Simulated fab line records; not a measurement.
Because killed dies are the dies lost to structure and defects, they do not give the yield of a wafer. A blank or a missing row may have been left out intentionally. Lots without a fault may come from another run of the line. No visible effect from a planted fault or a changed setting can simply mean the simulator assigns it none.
The same fault as seen by 2 desks :: flow nand_harc :: each desk has only its own numbers; what lay behind them comes last

AT THE TOOL OWNER'S DESK: arfi_scanner-02
The tool's own readings at NHARC_A_M0_EXPOSE_06 (exposes mask A M0, target cd 80 nm): means of the sampled wafers that have a number, for each lot that ran on this tool. Marked OUT: a lot whose mean sits more than 4 standard deviations from the usual mean, which makes it out of limits; the brackets give that distance.
Columns: A = exposure_dose_mJ_cm2 at NHARC_A_M0_EXPOSE_06, usual 83.8
lot: L829
first seen here: day 23 10:08
A: 84.9

lot: L831
first seen here: day 24 11:42
A: 84.8

lot: L834
first seen here: day 25 17:12
A: 84.9

lot: L835
first seen here: day 25 23:04
A: 84.8

lot: L838
first seen here: day 26 14:40
A: 84.7

lot: L837
first seen here: day 26 19:56
A: 71.4 (-15) OUT

lot: L841
first seen here: day 29 00:05
A: 74.1 (-12) OUT
Finding of this desk: L837, L841 out of limits; the first was L837 at day 26 19:56, on exposure_dose_mJ_cm2 at NHARC_A_M0_EXPOSE_06. L829, L831, L834, L835, L838 stayed within limits.

FROM THE METROLOGY DESK
Means of the sampled wafers that have a number, per lot and without regard to the tool the lot ran on: this is what the gauges read. Marked OUT: a lot whose mean sits more than 4 standard deviations from the usual mean, which makes it out of limits; the brackets give that distance.
Columns: A = overlay_x_nm at NHARC_A_BLC_OVL_MEAS_11, usual -0.2 nm; B = overlay_y_nm at NHARC_A_BLC_OVL_MEAS_11, usual 0.0 nm; C = cd_nm at NHARC_A_M0_CD_MEAS_09, usual 80.2 nm
lot: L827
first seen here: day 22 15:35
A: -0.3
B: -0.0
C: 80.2

lot: L828
first seen here: day 23 05:35
A: 0.5
B: -1.3
C: 80.3

lot: L829
first seen here: day 23 06:16
A: -2.1
B: -1.5
C: 80.0

lot: L830
first seen here: day 24 05:53
A: 0.0
B: -0.6
C: 80.2

lot: L831
first seen here: day 24 07:25
A: 0.0
B: 0.0
C: 80.4

lot: L832
first seen here: day 25 05:32
A: 0.2
B: -0.1
C: 80.0

lot: L833
first seen here: day 25 11:58
A: -1.2
B: -0.7
C: 79.5

lot: L834
first seen here: day 25 13:22
A: -0.7
B: 0.7
C: 80.1

lot: L835
first seen here: day 25 19:22
A: 0.1
B: 2.4
C: 80.1

lot: L838
first seen here: day 26 10:58
A: -0.1
B: -0.1
C: 80.3

lot: L837
first seen here: day 26 16:16
A: 0.4
B: -0.8
C: 68.7 (-21) OUT

lot: L841
first seen here: day 28 20:16
A: -0.6
B: 0.7
C: 72.0 (-15) OUT

lot: L843
first seen here: day 29 05:47
A: 0.9
B: 0.4
C: 80.3

lot: L849
first seen here: day 32 12:23
A: 0.1
B: -1.8
C: 80.9
Finding of this desk: L837, L841 out of limits; the first was L837 at day 26 20:04, on cd_nm at NHARC_A_M0_CD_MEAS_09. L827, L828, L829, L830, L831, L832, L833, L834, L835, L838, L843, L849 stayed within limits.

BROUGHT TOGETHER
The tool owner's desk could have raised an alarm at day 26 19:56, on L837, L841.
L837, L841 would have let the metrology desk raise an alarm at day 26 20:04.
Every lot named ran NHARC_A_M0_EXPOSE_06 on arfi_scanner-02.

WHAT THE SIMULATOR PUT IN
Drift in process parameters on arfi_scanner-02 at NHARC_A_M0_EXPOSE_06, starting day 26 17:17. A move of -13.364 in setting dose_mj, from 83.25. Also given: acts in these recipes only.
Lots struck among those shown: L837, L841.
Counting hours from when the fault started, the first reading out of limits came at 3 for the tool owner's desk and at 3 for the metrology desk.
